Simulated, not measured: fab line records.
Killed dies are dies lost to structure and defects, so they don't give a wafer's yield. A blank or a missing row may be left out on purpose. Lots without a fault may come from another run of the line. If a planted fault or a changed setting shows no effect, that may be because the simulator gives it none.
Matching of chambers    flow nand_harc    rie_diel-02 running NHARC_P_ZERO_WELL_DESCUM_13: 4 sister chambers
The step chemistry O2, time 3 s. 14 wafers are shown with their chamber, then 7 later ones without.

## WAFERS, EACH WITH ITS CHAMBER
wafer   chamber  showerhead_plenum_p_Torr (Torr)  rf_vpp_V (V)  oes_product_au (a.u.)
L076.4  1        1.99                             57.9          1.005
L076.5  1        1.99                             58.6          1.005
L076.6  2        2.01                             58.0          1.002
L077.1  3        1.87                             57.9          1.011
L077.4  1        1.99                             56.8          0.993
L077.6  3        1.87                             57.3          0.993
L083.1  3        1.87                             58.8          0.989
L083.2  1        1.99                             57.2          0.994
L083.6  3        1.87                             57.9          0.985
L090.1  1        1.99                             57.5          1.003
L090.3  0        1.93                             59.2          1.006
L090.6  2        2.00                             58.4          1.006
L092.3  3        1.87                             58.6          0.995
L092.4  2        2.00                             59.8          1.009

SIGNATURES, as means of the wafers listed above
reading                   chamber 0  chamber 1  chamber 2  chamber 3  scatter within a chamber
showerhead_plenum_p_Torr  1.9300     1.9900     2.0033     1.8700     0.00258
rf_vpp_V                  59.200     57.600     58.733     58.100     0.717
oes_product_au            1.00600    1.00000    1.00567    0.99460    0.00751
Rule: distance of a wafer from a chamber = root of the sum over the readings of ((wafer's reading minus chamber's mean) / reading's scatter) squared. The wafer belongs to the nearest chamber; if the next one is less than 2 further off, it can't be placed. The scatter: take each reading less its chamber's mean, square it, sum over the shown wafers, divide by the number of wafers less the number of chambers, and take the root.

## WAFERS WITHOUT THEIR CHAMBER
wafer   showerhead_plenum_p_Torr (Torr)  rf_vpp_V (V)  oes_product_au (a.u.)
L092.6  2.00                             57.2          0.997
L093.2  1.93                             58.0          1.000
L093.3  1.99                             57.8          1.008
L093.4  1.87                             57.4          0.996
L095.1  1.93                             59.3          1.007
L095.3  1.99                             59.0          1.003
L095.6  1.93                             57.8          1.008

## THE CHAMBER EACH PASSED THROUGH
wafer   from the rows above      in truth
L092.6  can't be placed: 2 or 1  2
L093.2  0                        0
L093.3  1                        1
L093.4  3                        3
L095.1  0                        0
L095.3  1                        1
L095.6  0                        0
Placed correctly: 6 of 7. These rows do not allow placing 1 (true chamber among the candidates in 1). 0 placed wrongly.
